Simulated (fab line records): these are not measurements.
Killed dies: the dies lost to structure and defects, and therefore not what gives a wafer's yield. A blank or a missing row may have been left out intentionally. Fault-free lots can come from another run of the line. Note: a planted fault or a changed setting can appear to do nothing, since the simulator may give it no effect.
Split-lot trial | flow n5_finfet | 39 wafers read across 7 lots, on a route 1938 steps long

## THE SPLIT
At N5_MOL_CONTACT_COAG_ETCH_91 (etches SOC in N2/H2, target depth 60 nm, overetch 21 nm, time 101.2 s), the setting target_depth_a was moved away from the recipe's 600 angstrom on 15 of the 39 wafers read, by -51.2% to +59.2%. For the rest of the wafers, this setting stayed at what the recipe calls for.

The reading is taken at the split's own step.

## THE READING
SiARC_of_MOL_CONTACT_COAG_COAT_76.thk_nm (the simulator's own value, which no gauge read), in nm, at N5_MOL_CONTACT_COAG_ETCH_91 (etches SOC in N2/H2, target depth 60 nm, overetch 21 nm, time 101.2 s). The file gives no usual value for it. Average 5.8 nm, standard deviation 0.2 nm, over the 24 wafers here run with the recipe.

wafer  | tool, chamber at the split | target_depth_a as run, angstrom | against the recipe | SiARC_of_MOL_CONTACT_COAG_COAT_76.thk_nm, nm | against lot-mates on the recipe
L075.1 | rie_diel-03, 2,3           | 600                             | recipe             | 6                                            | -
L075.6 | rie_diel-03, 2,3           | 600                             | recipe             | 6                                            | -
L075.2 | rie_diel-03, 0             | 600                             | recipe             | 5.8                                          | -
L075.3 | rie_diel-03, 3,2           | 474.7                           | -20.9%             | 6.6                                          | +0.7
L075.4 | rie_diel-03, 3,2           | 474.7                           | -20.9%             | 6.6                                          | +0.7
L075.5 | rie_diel-03, 0             | 474.7                           | -20.9%             | 6.4                                          | +0.5
L079.1 | rie_diel-01, 1,2           | 955.3                           | +59.2%             | 4.4                                          | -1.5
L079.6 | rie_diel-01, 1,2           | 955.3                           | +59.2%             | 4.4                                          | -1.5
L079.2 | rie_diel-01, 0,3           | 600                             | recipe             | 5.8                                          | -
L079.4 | rie_diel-01, 0,3           | 600                             | recipe             | 5.8                                          | -
L079.3 | rie_diel-01, 2             | 600                             | recipe             | 6                                            | -
L079.5 | rie_diel-01, 3             | 955.3                           | +59.2%             | 4                                            | -1.9
L088.1 | rie_diel-06, 1             | 704.1                           | +17.3%             | 5                                            | -0.7
L088.2 | rie_diel-06, 0,3           | 704.1                           | +17.3%             | 5.4                                          | -0.3
L088.4 | rie_diel-06, 0,3           | 704.1                           | +17.3%             | 5.4                                          | -0.3
L088.3 | rie_diel-06, 2             | 600                             | recipe             | 5.6                                          | -
L088.5 | rie_diel-06, 0,1           | 600                             | recipe             | 5.8                                          | -
L088.6 | rie_diel-06, 0,1           | 600                             | recipe             | 5.8                                          | -
L089.1 | rie_diel-06, 3             | 348.9                           | -41.9%             | 7.2                                          | +1.7
L089.2 | rie_diel-06, 2             | 600                             | recipe             | 5.4                                          | -
L089.5 | rie_diel-06, 2             | 600                             | recipe             | 5.4                                          | -
L089.3 | rie_diel-06, 0             | 600                             | recipe             | 5.8                                          | -
L089.4 | rie_diel-06, 1             | 348.9                           | -41.9%             | 7                                            | +1.5
L089.6 | rie_diel-06, 1             | 348.9                           | -41.9%             | 7                                            | +1.5
L091.1 | rie_diel-03, 0             | 600                             | recipe             | 5.8                                          | -
L091.4 | rie_diel-03, 1             | 600                             | recipe             | 5.6                                          | -
L091.6 | rie_diel-03, 3             | 600                             | recipe             | 6                                            | -
L094.1 | rie_diel-01, 1,2,1         | 600                             | recipe             | 6                                            | -
L094.2 | rie_diel-01, 1,2,1         | 600                             | recipe             | 6                                            | -
L094.5 | rie_diel-01, 1,2,1         | 600                             | recipe             | 6                                            | -
L094.3 | rie_diel-01, 0             | 600                             | recipe             | 5.6                                          | -
L094.6 | rie_diel-01, 0             | 600                             | recipe             | 5.6                                          | -
L094.4 | rie_diel-01, 3             | 600                             | recipe             | 5.8                                          | -
L095.1 | rie_diel-06, 2             | 293                             | -51.2%             | 7.2                                          | +1.5
L095.2 | rie_diel-06, 3,0           | 293                             | -51.2%             | 7.4                                          | +1.7
L095.4 | rie_diel-06, 3,0           | 293                             | -51.2%             | 7.4                                          | +1.7
L095.3 | rie_diel-06, 1             | 600                             | recipe             | 5.6                                          | -
L095.5 | rie_diel-06, 2             | 600                             | recipe             | 5.4                                          | -
L095.6 | rie_diel-06, 3             | 600                             | recipe             | 6                                            | -
Where a row lists several chambers, the file gives one row for several wafers and doesn't say which wafer went through which chamber.

FIT RESULTS
A straight line over all 39 wafers: SiARC_of_MOL_CONTACT_COAG_COAT_76.thk_nm changes by -0.0286 nm for each +1% of target_depth_a; r = -0.97; the points scatter about the line by 0.2 nm.
The same after taking each lot's own level away (the mean of its wafers on the recipe; 39 wafers): -0.0305 nm for each +1%; r = -0.98; scatter 0.18 nm.
Per that fit: largest target_depth_a move, reading shift of 1.8 nm.
The lots' own levels span 5.53 to 5.93 nm, that is 2.0 times the standard deviation above.
Hence the lot-to-lot level has little effect on the slope; both slopes agree.
Check: for one of the wafers moved furthest among these (+59.2%), held out of the fit, the line's prediction against its lot-mates is -1.83 nm. Against them it came out at -1.47 nm.

## OTHER SPLITS ON THESE WAFERS
These wafers also went through other splits before the reading. Each is held against what the fit with the lots' levels taken away leaves over:
other split on the same wafers   | wafers away from the commonest value | r with SiARC_of_MOL_CONTACT_COAG_COAT_76.thk_nm (lot level and that fit taken away)
N5_FIN_SAQP_PECVD_06 time_s      | 12                                   | +0.12
N5_DUMMY_GATE_HM_DEP_06 time_s   | 18                                   | +0.16
N5_HKMG_FIN_HK_ALD_01 ald_cycles | 12                                   | -0.06

## THE FILE'S OWN FIT
SiARC_of_MOL_CONTACT_COAG_COAT_76.thk_nm changes by -0.0307 nm for each +1% of target_depth_a, r = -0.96.
